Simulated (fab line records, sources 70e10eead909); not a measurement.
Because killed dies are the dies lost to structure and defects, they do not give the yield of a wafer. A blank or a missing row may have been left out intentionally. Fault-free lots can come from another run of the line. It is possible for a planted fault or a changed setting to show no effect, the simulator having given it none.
Code-filled problem report in 8D (eight disciplines) form + flow nandHarc + the parts of the form that need people (team, actions taken, sign-off) are left out

## 1. WHAT WENT WRONG
NHARC_END_SORT_01, killedAtOther: mean 6.0 over 1 wafer from 1 lot; wafers with no fault: 0.7, standard deviation 1.2. Relative to the usual mean, that is a shift of +4.4 standard deviations.
First observed at day 20 17:34: wafer L790.2, on prober-01. At this step, 12 wafers from 4 lots have a number in the record. Rule for "out", or "out of limits": more than 4 standard deviations from the usual mean. Any other wafer with a number is counted as sound.

## 2. WHAT IT IS AND WHAT IT IS NOT
| question                    | is                | is not                                                                                                                                                             |
|-----------------------------|-------------------|--------------------------------------------------------------------------------------------------------------------------------------------------------------------|
| which readings at this step | killedAtOther     | defectLimitedYield, killedAtArray, killedAtPeriphery, killedDies, killedOpen, killedShort, sort_bin_2_pct, sort_bin_3_pct, sort_bin_4_pct, sortNPass, sortYieldPct |
| which lots                  | L790              | L788, L793, L809                                                                                                                                                   |
| which wafers of those lots  | L790.2            | L790.1, L790.6                                                                                                                                                     |
| read on which gauges        | prober-01         | prober-02                                                                                                                                                          |
| when                        | from day 20 17:34 | up to then (4 sound wafers); but 7 sound wafers of L790, L793, L809 came after                                                                                     |

## 3. THE SUSPECTS, EACH WITH WHAT RULES IT OUT
Counting: any tool at a process step up to the reading remains a suspect provided it ran every lot that is out. Sound lots after the first of them don't rule it out here, since some wafers of a struck lot are sound.
- the gauge at NHARC_END_SORT_01: kept. All the wafers that are out were read on prober-01, and no step on other tools shows them out.
- rieDiel-06 at NHARC_A_M0_DESCUM_14 (chemistry O2, time 3 s): kept. It ran the lot that is out, L790 (day 18 23:26).
- rieDiel-06 at NHARC_A_M0_ETCH_34 (etches the open film in N2/H2, target depth 40 nm, overetch 12 nm, time 43.94 s): kept. It ran the lot that is out, L790 (day 18 23:32).
- rieDiel-06 at NHARC_A_M0_ETCH_15 (etches the open film in C4F8/Ar, target depth 150 nm, overetch 15 nm, time 82.5 s): kept. It ran the lot that is out, L790 (day 18 23:44). With no start given for some of its lots, NHARC_A_M0_ETCH_15 uses the hours and lot order of NHARC_A_M0_CD_MEAS_16.
- rieDiel-07 at NHARC_A_M0_STRIP_18 (strips in N2/H2): kept. It ran the lot that is out, L790 (day 18 23:50).
- pvdSputter-03 at NHARC_A_M0_PVD_20 (deposits TaN, target thk 5 nm, time 8.06 s): kept. It processed L790, the lot that is out, at day 19 00:28, and its most recent sound lot before then was L788 at day 17 22:14.
- pvdSputter-03 at NHARC_A_M0_PVD_21 (deposits Cu, target thk 30 nm, time 20.49 s): kept. It processed L790, the lot that is out, at day 20 16:45, and its most recent sound lot before then was L788 at day 19 13:08. With no start given for some of its lots, NHARC_A_M0_PVD_21 uses the hours and lot order of NHARC_END_SORT_01.
- Within rieDiel-06 at NHARC_A_M0_DESCUM_14: the wafers that are out ran in chamber 2; their sound lot-mates ran in chambers 0, 3.
- Within rieDiel-06 at NHARC_A_M0_ETCH_34: the wafers that are out ran in chamber 1; their sound lot-mates ran in chambers 0, 2.
- Within rieDiel-06 at NHARC_A_M0_ETCH_15: the wafers that are out ran in chamber 0; their sound lot-mates ran in chambers 1, 3.
Left after counting: rieDiel-06 at NHARC_A_M0_DESCUM_14, rieDiel-06 at NHARC_A_M0_ETCH_34, rieDiel-06 at NHARC_A_M0_ETCH_15, rieDiel-07 at NHARC_A_M0_STRIP_18, pvdSputter-03 at NHARC_A_M0_PVD_20, pvdSputter-03 at NHARC_A_M0_PVD_21, prober-01 at NHARC_END_SORT_01.

## 4. THE CAUSE (what the simulator had put in)
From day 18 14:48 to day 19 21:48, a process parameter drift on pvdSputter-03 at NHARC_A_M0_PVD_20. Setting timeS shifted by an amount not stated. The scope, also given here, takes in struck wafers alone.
Counting left 7 suspects, and this tool is among them.

## 5. THE EFFECT CHAIN, in route order
Each row: a reading whose mean over the struck wafers that have a number lies more than 3 standard deviations from the usual. Only readings for which the record gives a usual standard deviation are gone through. hours: the time from each lot's start at the first step in this table that gives one to its start at this step, as a median over the lots. sigmas: the change in usual standard deviations.
| hours | step              | reading         | usual  | on struck wafers | change | sigmas |
|-------|-------------------|-----------------|--------|------------------|--------|--------|
| 0     | NHARC_END_SORT_01 | killedAtOther   | 0.7    | 6.0              | +5.3   | +4.4   |
| 0     | NHARC_END_SORT_01 | sortRimYieldPct | 97.8 % | 93.4             | -4.4   | -3.1   |

## 6. WHAT WOULD HAVE CAUGHT IT SOONER
The first out-of-limits reading at a measuring or inspecting step in this record came at day 20 17:34, 51 hours after the fault's start at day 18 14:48.
Of the tool readings at NHARC_A_M0_PVD_20 for which the record gives a usual standard deviation, none was out on any struck wafer, so an alarm limit of 4 standard deviations on them would not have fired.
All the lots that are out (1) had begun NHARC_A_M0_PVD_20 on pvdSputter-03 by day 20 17:34. Holding the tool at that point would not have protected any of them.
